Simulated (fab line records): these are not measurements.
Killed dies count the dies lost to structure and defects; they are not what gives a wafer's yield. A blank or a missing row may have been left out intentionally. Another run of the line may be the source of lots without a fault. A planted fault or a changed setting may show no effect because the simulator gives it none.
fab line records	flow n5Finfet
record: lots: 6	wafers: 17	lastDay: 17
route steps=1938 shown MOL_CONTACT_COAG@612 BEOL_M4@1111 PASSIVATION@1936
lots untouched by any fault: they come from a run of this same line in which no faults occurred
startH: start of the lot's first displayed wafer, in hours after the record's first day	waitH: how many hours have passed since the lot's step before this one	" the same as in the row above	L1.1+2: several wafers, shown together as one row	- no value, or no start given	* or withheld: withheld	< > ~ a bound
route shown NAME@n: NAME is a module with steps in the file, n the number in the route of the first one	usual: mean/standard deviation of fault-free wafers	same: alike in all rows	chamber/n: place in a boat	sites: readings site by site	_std_site: standard deviation across them	_edge_site: the outer-site mean with the inner-site mean subtracted	radiusMm: how far each site lies from the wafer's centre	mask NAME#n: copy n	behind: the last tool/chamber to shape the wafer	hold: reason for holding the lot/hours on hold/outcome of the hold	device: transistor that didn't switch, given as n, p or np	end of line: the route-end tests of the same wafers	for a step that has no rows: nothing shown but its recipe	killed: dies that structure and defects cost at the first sort, which is not the same as the wafer's yield	map: per-die view of a wafer (x killed, . not killed, _ where there is no die)
set.NAME: the setting that was run; set.NAME@STEP: the one run at that earlier step	model.NAME: the simulator's own value behind a step, which no gauge read
a table for each step, a row for each wafer; lots at some steps of the route
services: a tool's chamber out of use, with start hour (startH, from the record's first day; less than 0 if before it), hours out, and reason
== steps ==
step: N5_MOL_CONTACT_COAG_STRIP_69
recipe: chemistry: N2/H2	tempC: 40	n2FlowSccm: 200	h2FlowSccm: 200	rfFrequencyHz: 6e+07
step: N5_MOL_CONTACT_COAG_ETCHBACK_136
recipe: chemistry: CHF3	target: SiO2	targetDepthA: 250	timeS: 16.7	ionEnergyEv: 200	pressureMtorr: 30	sourceW: 610	biasW: 170	Ar_flow_sccm: 200	CHF3_flow_sccm: 50
usual: biasW: 170.0/0.49	chamberPressureMTorr: 30.003/0.027	drypumpMotorCurrentA: 5.8/0.33	oes_ar_750_au: 0.81/0.082	oes_f_703_au: 0.81/0.081	oesProductAu: 0.82/0.089	rfVppV: 527/5.1	showerheadPlenumPTorr: 2.41/0.066	throttleValvePct: 18.58/0.23
lot.wafer	tool	chamber	startH	waitH	biasW	chamberPressureMTorr	drypumpMotorCurrentA	oes_ar_750_au	oes_f_703_au	oesProductAu	rfHoursCounterH	rfVppV	showerheadPlenumPTorr	throttleValvePct
L930.2	rieDiel-04	2	122.99	0.0	169.8	29.951	5.9	0.83	0.83	0.85	71	529	2.41	18.84
L930.3	"	0	"	"	168.8	29.995	5.4	0.89	0.88	0.91	30	536	2.43	18.60
L930.6	"	0	"	"	169.7	29.965	5.4	0.89	0.88	0.90	-	536	2.43	18.58
L931.2	rieDiel-05	1	130.70	0.0	170.0	30.001	5.7	0.75	0.74	0.76	119	531	2.49	18.49
L931.3	"	3	"	"	169.9	29.985	5.9	0.67	0.68	0.68	223	529	2.35	18.86
L931.5	"	2	"	"	169.7	30.010	5.8	0.94	0.93	0.96	-	525	2.43	18.07
L933.1	rieDiel-04	1	143.64	0.0	169.9	30.010	6.0	0.87	0.87	0.87	45	528	2.43	18.30
L933.4	"	2	"	"	170.5	29.996	5.9	0.83	0.82	0.84	-	529	2.41	18.85
L940.1	rieDiel-04	0	187.44	0.0	169.7	30.070	5.4	0.85	0.85	0.86	54	536	2.42	18.63
L940.3	"	2	"	"	169.7	29.994	5.9	0.81	0.80	0.81	95	527	2.40	18.89
L940.4	"	3	"	"	170.0	30.040	5.6	0.93	0.93	0.95	10	528	2.43	18.33
L944.1	rieDiel-04	0	211.95	0.0	170.8	30.027	5.4	0.85	0.84	0.85	59	535	2.42	18.63
L944.3	"	2	"	"	170.4	30.037	5.9	0.79	0.79	0.79	105	528	2.40	18.91
L944.6	"	3	"	"	170.0	29.999	5.6	0.91	0.91	0.93	-	527	2.43	18.34
L947.1	rieDiel-04	2	225.13	0.0	169.3	29.982	5.9	0.78	0.79	0.79	109	528	2.40	18.90
L947.3	"	3	"	"	171.2	29.996	5.6	0.90	0.89	0.90	25	527	2.43	18.35
L947.6	"	3	"	"	170.9	29.990	5.6	0.90	0.89	0.91	-	528	2.43	18.34
step: N5_MOL_CONTACT_COAG_STRIP_120
recipe: chemistry: CHF3	resist: SiARC	rfFrequencyHz: 6e+07
step: N5_MOL_CONTACT_COAG_VIA_ETCH_117
recipe: chemistry: C4F6/O2	targetDepthA: 400	overetchA: 80	maskMaterial: SOC	target: SiO2	biasW: 455	pressureMtorr: 10	timeS: 26	sourceW: 325	Ar_flow_sccm: 300	C4F6_flow_sccm: 10	O2_flow_sccm: 10	ionEnergyEv: 575.3	ends: endPoint
step: N5_MOL_CONTACT_COAG_ETCH_124
recipe: chemistry: CH3F/O2	target: SiNx	targetDepthA: 65	maskMaterial: SOC	stopOn: SiOC	overEtchFrac: 0.3	ionEnergyEv: 120	pressureMtorr: 30	sourceW: 395	biasW: 73	Ar_flow_sccm: 150	CH3F_flow_sccm: 30	O2_flow_sccm: 20	ends: endPoint
usual: O2_flow_sccm: 20.00/0.059	biasW: 72.98/0.22	chamberPressureMTorr: 30.005/0.028	drypumpMotorCurrentA: 5.8/0.33	oes_ar_750_au: 0.81/0.082	oes_f_703_au: 0.81/0.081	oesProductAu: 0.70/0.071	rfVppV: 298.9/3	showerheadPlenumPTorr: 2.02/0.057	throttleValvePct: 16.18/0.23
lot.wafer	tool	chamber	startH	waitH	O2_flow_sccm	biasW	chamberPressureMTorr	drypumpMotorCurrentA	oes_ar_750_au	oes_f_703_au	oesProductAu	rfHoursCounterH	rfVppV	showerheadPlenumPTorr	throttleValvePct
L930.2	rieDiel-04	2	123.05	0.0	20.13	72.99	29.969	6.0	0.83	0.83	0.71	71	299.6	2.03	16.42
L930.3	"	0	"	"	19.97	73.26	30.013	5.4	0.89	0.88	0.76	30	306.2	2.04	16.16
L930.6	"	0	"	"	19.96	73.06	30.039	5.4	0.89	0.87	0.76	-	303.6	2.04	16.19
L931.2	rieDiel-05	1	130.76	0.0	19.89	73.13	29.974	5.7	0.76	0.75	0.65	119	301.0	2.10	16.10
L931.3	"	3	"	"	20.01	73.24	29.956	5.9	0.68	0.67	0.57	223	300.4	1.98	16.49
L931.5	"	2	"	"	20.00	73.00	30.003	5.8	0.94	0.93	0.82	-	297.7	2.04	15.65
L933.1	rieDiel-04	1	143.70	0.0	20.09	72.73	30.051	6.0	0.87	0.87	0.74	45	300.6	2.04	15.88
L933.4	"	2	"	"	19.99	73.08	29.986	5.9	0.82	0.82	0.71	-	299.2	2.02	16.43
L940.1	rieDiel-04	0	187.50	0.0	20.00	73.61	29.991	5.4	0.85	0.84	0.73	54	304.9	2.03	16.21
L940.3	"	2	"	"	19.96	72.68	29.996	5.9	0.80	0.80	0.69	95	300.7	2.02	16.47
L940.4	"	3	"	"	19.97	73.20	30.040	5.6	0.93	0.94	0.80	10	299.5	2.05	15.92
L944.1	rieDiel-04	0	212.01	0.0	20.04	73.06	30.006	5.4	0.84	0.83	0.73	59	304.3	2.03	16.22
L944.3	"	2	"	"	20.04	72.96	29.980	5.9	0.79	0.79	0.68	105	297.7	2.01	16.49
L944.6	"	3	"	"	19.99	72.92	29.994	5.6	0.90	0.91	0.77	-	297.6	2.04	15.95
L947.1	rieDiel-04	2	225.20	0.0	19.99	73.20	30.055	5.9	0.79	0.79	0.67	109	299.9	2.01	16.48
L947.3	"	3	"	"	20.00	72.98	29.970	5.6	0.90	0.90	0.77	25	298.9	2.04	15.93
L947.6	"	3	"	"	20.02	72.98	30.044	5.5	0.90	0.90	0.76	-	300.2	2.04	15.94
step: N5_MOL_CONTACT_COAG_ETCH_48
recipe: chemistry: C4F6/O2	targetDepthA: 150	overetchA: 45	maskMaterial: SOC	target: SiOC	biasW: 465	pressureMtorr: 10	timeS: 17	sourceW: 335	Ar_flow_sccm: 300	C4F6_flow_sccm: 10	O2_flow_sccm: 10	ionEnergyEv: 576
usual: O2_flow_sccm: 10.00/0.035	biasW: 464.8/1.2	chamberPressureMTorr: 10.001/0.0088	drypumpMotorCurrentA: 5.8/0.33	oes_ar_750_au: 0.81/0.081	oes_f_703_au: 0.81/0.081	oesProductAu: 0.68/0.072	rfVppV: 1597/15	showerheadPlenumPTorr: 2.87/0.078	throttleValvePct: 40.4/0.32
lot.wafer	tool	chamber	startH	waitH	O2_flow_sccm	biasW	chamberPressureMTorr	drypumpMotorCurrentA	oes_ar_750_au	oes_f_703_au	oesProductAu	rfHoursCounterH	rfVppV	showerheadPlenumPTorr	throttleValvePct
L930.2	rieDiel-04	2	123.09	0.0	9.92	467.4	10.013	5.9	0.83	0.83	0.72	71	1601	2.88	40.9
L930.3	"	0	"	"	9.97	465.0	10.000	5.4	0.89	0.88	0.77	30	1624	2.90	40.4
L930.6	"	0	"	"	9.95	464.4	10.000	5.4	0.90	0.88	0.73	-	1625	2.90	40.4
L931.2	rieDiel-05	1	130.80	0.0	9.95	464.6	10.010	5.7	0.75	0.75	0.56	119	1610	2.97	40.4
L931.3	"	3	"	"	10.04	463.8	9.998	5.9	0.67	0.67	0.53	223	1598	2.81	40.7
L931.5	"	2	"	"	10.05	466.0	10.005	5.8	0.94	0.94	0.73	-	1586	2.90	39.6
L933.1	rieDiel-04	1	143.74	0.0	9.96	464.7	9.993	6.0	0.87	0.87	0.73	45	1597	2.90	40.1
L933.4	"	2	"	"	9.99	465.5	9.993	5.9	0.82	0.82	0.68	-	1601	2.87	40.9
L940.1	rieDiel-04	0	187.54	0.0	9.99	464.2	10.001	5.5	0.85	0.85	0.67	54	1625	2.89	40.4
L940.3	"	2	"	"	9.98	466.5	9.997	5.9	0.80	0.81	0.68	95	1600	2.86	40.9
L940.4	"	3	"	"	9.96	463.3	10.000	5.6	0.92	0.93	0.78	10	1601	2.90	40.2
L944.1	rieDiel-04	0	212.05	0.0	10.02	464.2	9.979	5.4	0.85	0.84	0.68	59	1624	2.88	40.4
L944.3	"	2	"	"	10.02	462.7	10.007	5.9	0.79	0.79	0.63	105	1599	2.86	40.9
L944.6	"	3	"	"	9.97	466.1	10.005	5.6	0.91	0.90	0.74	-	1600	2.90	40.2
L947.1	rieDiel-04	2	225.24	0.0	9.99	461.9	10.004	5.9	0.79	0.79	0.65	109	1601	2.86	40.9
L947.3	"	3	"	"	9.95	466.3	9.987	5.6	0.89	0.89	0.73	25	1598	2.90	40.2
L947.6	"	3	"	"	10.00	464.8	10.003	5.6	0.89	0.90	0.74	-	1598	2.90	40.2
step: N5_MOL_CONTACT_COAG_STRIP_72
recipe: chemistry: N2/H2	powerW: 450	tempC: 40	pressureMtorr: 20	rfFrequencyHz: 6e+07	overashFraction: 3	biasPowerW: 7	h2Frac: 0.5	n2FlowSccm: 200	h2FlowSccm: 200
usual: chamberPressureMTorr: 19.99/0.045	drypumpMotorCurrentA: 5.8/0.34	n2FlowSccm: 200.0/0.62	oesProductAu: 0.82/0.09	rfVppV: 59.4/1.9	showerheadPlenumPTorr: 2.57/0.073	tempC: 39.99/0.11	throttleValvePct: 23.4/0.31
lot.wafer	tool	chamber	startH	waitH	chamberPressureMTorr	drypumpMotorCurrentA	n2FlowSccm	oesProductAu	rfHoursCounterH	rfVppV	showerheadPlenumPTorr	tempC	throttleValvePct
L930.2	rieDiel-04	2	123.14	0.0	20.02	5.9	201.0	0.82	71	58.1	2.58	39.85	23.9
L930.3	"	0	"	"	20.00	5.4	199.9	0.90	30	60.5	2.58	39.88	23.3
L930.6	"	0	"	"	19.96	5.4	199.6	0.90	-	60.7	2.58	39.84	23.3
L931.2	rieDiel-05	1	130.86	0.0	20.02	5.7	199.1	0.76	119	60.8	2.66	39.80	23.3
L931.3	"	3	"	"	20.01	5.9	201.4	0.68	223	58.5	2.51	39.87	23.7
L931.5	"	2	"	"	20.04	5.8	200.8	0.97	-	61.5	2.60	39.98	22.8
L933.1	rieDiel-04	1	143.79	0.0	20.02	6.0	198.8	0.88	45	56.2	2.59	39.95	23.1
L933.4	"	2	"	"	20.03	5.9	200.5	0.82	-	63.2	2.57	39.95	23.9
L940.1	rieDiel-04	0	187.59	0.0	19.95	5.4	199.6	0.85	54	58.1	2.57	39.86	23.3
L940.3	"	2	"	"	20.04	5.9	199.7	0.80	95	55.7	2.57	40.08	23.9
L940.4	"	3	"	"	20.04	5.6	199.9	0.97	10	58.5	2.60	39.96	23.2
L944.1	rieDiel-04	0	212.11	0.0	19.93	5.4	200.1	0.85	59	59.3	2.57	39.95	23.3
L944.3	"	2	"	"	19.99	5.9	200.0	0.79	105	59.1	2.56	39.94	24.0
L944.6	"	3	"	"	20.01	5.6	199.7	0.90	-	59.8	2.59	39.77	23.2
L947.1	rieDiel-04	2	225.29	0.0	19.94	6.0	199.4	0.80	109	62.8	2.56	40.03	23.9
L947.3	"	3	"	"	20.00	5.6	200.4	0.92	25	60.2	2.59	39.97	23.2
L947.6	"	3	"	"	20.05	5.6	201.0	0.91	-	60.2	2.59	40.01	23.2
step: N5_MOL_CONTACT_COAG_STRIP_49
recipe: chemistry: N2/H2	timeS: 30	powerW: 1000	tempC: 250	pressureMtorr: withheld	n2FlowSccm: 1750	h2FlowSccm: 3250
usual: drypumpMotorCurrentA: 6.0/0.51	heaterPowerW: 360/30	n2FlowSccm: 1750/5.1	tempC: 250.00/0.18
lot.wafer	tool	chamber	startH	waitH	drypumpMotorCurrentA	heaterPowerW	n2FlowSccm	rfHoursCounterH	tempC
L930.2	plasmaAsher-02	1	123.22	-	6.2	377	1747	84	249.84
L930.3	"	1	"	"	6.2	380	1747	-	249.85
L930.6	"	0	"	"	5.5	387	1749	-	249.84
L931.2	plasmaAsher-01	0	130.94	-	6.6	384	1756	60	250.03
L931.3	"	1	"	"	5.5	320	1746	-	250.27
L931.5	"	1	"	"	5.5	322	1749	-	250.44
L933.1	plasmaAsher-01	0	143.87	-	6.6	394	1749	63	250.14
L933.4	"	1	"	"	5.5	327	1750	-	249.95
L940.1	plasmaAsher-02	0	187.67	-	5.5	391	1759	96	249.65
L940.3	"	0	"	"	5.5	389	1760	-	249.87
L940.4	"	1	"	"	6.2	376	1758	-	249.99
L944.1	plasmaAsher-01	1	212.19	-	5.5	318	1748	75	249.99
L944.3	"	0	"	"	6.6	374	1754	-	249.78
L944.6	"	0	"	"	6.6	387	1752	-	249.94
L947.1	plasmaAsher-02	0	225.37	-	5.5	389	1750	104	249.78
L947.3	"	0	"	"	5.5	384	1746	-	250.01
L947.6	"	0	"	"	5.5	386	1750	-	249.95
step: N5_MOL_CONTACT_COAG_PRECLEAN_138
recipe: chemistry: alkalineClean	tempC: 60	timeS: 60	doPpb: 50
step: N5_MOL_CONTACT_COAG_SRD_139
recipe: dry: ipaMarangoni	timeS: 30	tempC: 23	rinseLiquid: diw
step: N5_MOL_CONTACT_COAG_CD_MEAS_101
recipe: targetCdNm: 16
usual: cdNm: 15.91/0.29
lot.wafer	tool	chamber	startH	waitH	cdNm
L930.2	cdSem-03	-	123.37	0.0	16.01
L930.3	"	-	"	"	15.78
L930.6	"	-	"	"	16.14
L931.2	cdSem-02	-	131.09	0.0	15.89
L931.3	"	-	"	"	15.71
L931.5	"	-	"	"	15.52
L933.1	cdSem-02	-	144.02	0.0	15.74
L933.4	"	-	"	"	15.96
L940.1	cdSem-01	-	187.82	0.0	15.60
L940.3	"	-	"	"	16.43
L940.4	"	-	"	"	16.01
L944.1	cdSem-01	-	212.34	0.0	16.12
L944.3	"	-	"	"	16.00
L944.6	"	-	"	"	15.92
L947.1	cdSem-02	-	225.52	0.0	15.68
L947.3	"	-	"	"	15.65
L947.6	"	-	"	"	15.78
step: N5_MOL_CONTACT_COAG_PRE_CLEAN_121
recipe: gas: H2/He	timeS: *	tempC: withheld
step: N5_MOL_CONTACT_COAG_CVD_140
recipe: material: W	targetThkA: 665	mode: selectiveFill	tempC: 300	timeS: 215
usual: heaterPowerW: 506/67	runLengthS: 285.5/0.78
lot.wafer	tool	chamber	startH	waitH	heaterPowerW	runLengthS
L930.2	cvdW-02	0	123.50	0.1	534	285.4
L930.3	"	0	"	"	528	285.4
L930.6	"	1	"	"	455	284.5
L931.2	cvdW-02	1	131.22	0.1	460	284.7
L931.3	"	0	"	"	548	286.2
L931.5	"	0	"	"	530	371.9
L933.1	cvdW-02	1	144.15	0.1	469	284.4
L933.4	"	0	"	"	540	371.9
L940.1	cvdW-01	1	188.04	0.1	430	285.7
L940.3	"	1	"	"	433	285.7
L940.4	"	1	"	"	431	285.5
L944.1	cvdW-01	1	212.47	0.1	431	285.2
L944.3	"	0	"	"	624	286.8
L944.6	"	0	"	"	613	286.6
L947.1	cvdW-01	0	225.65	0.1	614	286.8
L947.3	"	1	"	"	439	285.4
L947.6	"	0	"	"	636	286.3
step: N5_MOL_CONTACT_COAG_PRECLEAN_127
recipe: chemistry: DIW	timeS: 57.5	tempC: 23
step: N5_BEOL_M4_RC_MEAS_101
usual: DIBL_N: 36.3/1.4	DIBL_P: 36.2/1.5	IOFF_N: 0.160/0.021	IOFF_P: 0.211/0.027	ION_N: 676/7.7	ION_P: 463/5.5	SS_N: 71.4/0.57	SS_P: 73.3/0.58	VT_N: 249.3/2.5	VT_P: -250.1/2.6
lot.wafer	tool	chamber	startH	waitH	DIBL_N[mV/V]	DIBL_P[mV/V]	IOFF_N[nA/um]	IOFF_P[nA/um]	ION_N[uA/um]	ION_P[uA/um]	SS_N[mV/dec]	SS_P[mV/dec]	VT_N[mV]	VT_P[mV]
L930.2	prober-02	0	189.22	0.2	36.8	37.2	0.173	0.187	680	459	71.1	72.8	248.1	-253.8
L930.3	"	0	"	"	36.9	38.3	0.183	0.199	684	463	71.6	73.1	245.8	-252.4
L930.6	"	0	"	"	36.9	37.6	0.168	0.188	679	464	70.8	72.3	247.7	-256.4
L931.2	prober-02	0	192.88	0.2	37.1	37.7	0.172	0.192	692	455	72.7	74.0	250.4	-252.0
L931.3	"	0	"	"	36.5	37.5	0.165	0.189	683	464	71.8	73.8	252.0	-253.6
L931.5	"	0	"	"	37.3	37.5	0.169	0.193	690	463	71.8	73.3	252.2	-252.7
L933.1	prober-01	0	214.24	0.0	36.2	33.7	0.142	0.184	674	459	71.1	72.7	248.7	-250.0
L933.4	"	0	"	"	36.7	35.3	0.152	0.205	681	463	71.1	73.5	248.6	-249.8
L940.1	prober-01	0	249.80	0.0	35.4	35.0	0.166	0.224	673	467	71.1	73.1	247.3	-246.8
L940.3	"	0	"	"	36.9	36.7	0.200	0.249	691	475	71.4	74.5	244.5	-247.0
L940.4	"	0	"	"	37.2	36.1	0.185	0.243	686	470	72.3	74.2	243.0	-244.7
L944.1	prober-02	0	283.45	0.0	36.4	35.3	0.161	0.211	683	469	70.4	72.6	246.2	-251.2
L944.3	"	0	"	"	37.1	35.9	0.173	0.216	679	462	71.5	73.4	247.0	-248.9
L944.6	"	0	"	"	36.0	35.6	0.173	0.221	689	472	71.1	73.3	244.2	-249.5
L947.1	prober-01	0	300.62	0.0	35.0	36.0	0.140	0.211	667	465	71.1	72.8	250.3	-250.5
L947.3	"	0	"	"	36.2	38.5	0.167	0.231	676	462	71.1	73.8	247.4	-247.8
L947.6	"	0	"	"	33.9	35.6	0.123	0.192	664	462	71.1	73.3	253.1	-251.2
step: N5_PASSIVATION_PROBE_49
usual: defectLimitedYield: 91.3/1.4	killed_at_M0_to_M3: 34/10	killed_at_M4_up: 13/4.8	killedAtContacts: 12/6.1	killedAtFrontEnd: 40/11	killedAtOther: 3.7/2.8	killedDies: 103/16	killedOpen: 67/12	killedShort: 34/7.4	sort_bin_5_function: 5.1/0.95	sort_bin_6_memory: 3.2/0.62	sortNPass: 1077/16	sortYieldPct: 91.3/1.4
same: grossDies: 1180	killedAtBackSide: 0	sort_bin_4_leakage[%]: 0	sort_bin_8_speed[%]: 0
lot.wafer	tool	chamber	startH	waitH	defectLimitedYield[%]	killed_at_M0_to_M3	killed_at_M4_up	killedAtContacts	killedAtFrontEnd	killedAtOther	killedDies	killedOpen	killedShort	sort_bin_5_function[%]	sort_bin_6_memory[%]	sortNPass	sortYieldPct[%]
L933.1	prober-02	-	315.74	0.0	92.6	19	17	18	30	3	87	64	22	4.2	3.0	1093	92.6
L933.4	prober-02	-	315.89	0.2	88.5	62	11	32	25	6	136	86	50	7.8	3.3	1044	88.5
killed by level:class
L933.1 MOL_CONTACT_COAG:geometricParticle:open=15 DUMMY_GATE:geometricParticle:open=10 BEOL_M4:geometricParticle:open=10 STI_FIN_REVEAL:geometricParticle:open=5 BEOL_M0_SAQP:geometricParticle:short=5 DUMMY_GATE:geometricParticle:short=3 GATE_CUT:geometricParticle:open=3 BEOL_M3:geometricParticle:open=3
L933.4 MOL_CONTACT_COAG:geometricParticle:open=24 BEOL_M0_SAQP:geometricParticle:short=18 BEOL_M0_SAQP:geometricParticle:open=17 BEOL_M3:geometricParticle:open=13 MOL_CONTACT_COAG:geometricParticle:short=8 STI_FIN_REVEAL:geometricParticle:open=6 BEOL_M4:geometricParticle:open=6 FIN_SAQP:geometricParticle:short=4
== services ==
tool	chamber	startH	hours	kind
rieDiel-04	1	104.02	9.3	repair
rieDiel-05	2	104.20	-	clean
rieDiel-05	2	104.20	-	consumableReplace:focusRing
rieDiel-05	2	104.20	12.5	scheduledDown
rieDiel-05	2	104.20	12.5	ventCycle
rieDiel-05	0	116.69	-	clean
rieDiel-05	0	116.69	-	consumableReplace:focusRing
rieDiel-05	0	116.69	-	consumableReplace:showerhead
rieDiel-05	0	116.69	19.2	scheduledDown
rieDiel-05	0	116.69	19.2	ventCycle
rieDiel-05	2	132.80	6.0	repair
rieDiel-04	3	137.04	-	clean
rieDiel-04	3	137.04	-	consumableReplace:focusRing
rieDiel-04	3	137.04	17.2	scheduledDown
rieDiel-04	3	137.04	17.2	ventCycle
cvdW-02	-	173.92	6.0	pm
cvdW-01	0	186.74	22.3	repair
cvdW-01	1	199.10	3.4	repair
rieDiel-05	3	204.47	-	clean
rieDiel-05	3	204.47	-	consumableReplace:focusRing
rieDiel-05	3	204.47	40.2	scheduledDown
rieDiel-05	3	204.47	40.2	ventCycle
== key ==
firstSign: step: N5_MOL_CONTACT_COAG_CVD_140	reading: runLengthS	direction: up	sigmas: 99+	usual: *	struck: *
effect none on later readings
metAt N5_MOL_CONTACT_COAG_CVD_140
struckWafers L931.5,L933.4
onsetBetween 123.50 131.22
fault: kind: processParameterDrift	tool: cvdW-02	chamber: -	onsetH: 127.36	steps: N5_MOL_CONTACT_COAG_CVD_140	channel: timeS	offset: *	shape: step	endH: 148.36	scope: struckWafersOnly	actsIn: *	stated: *
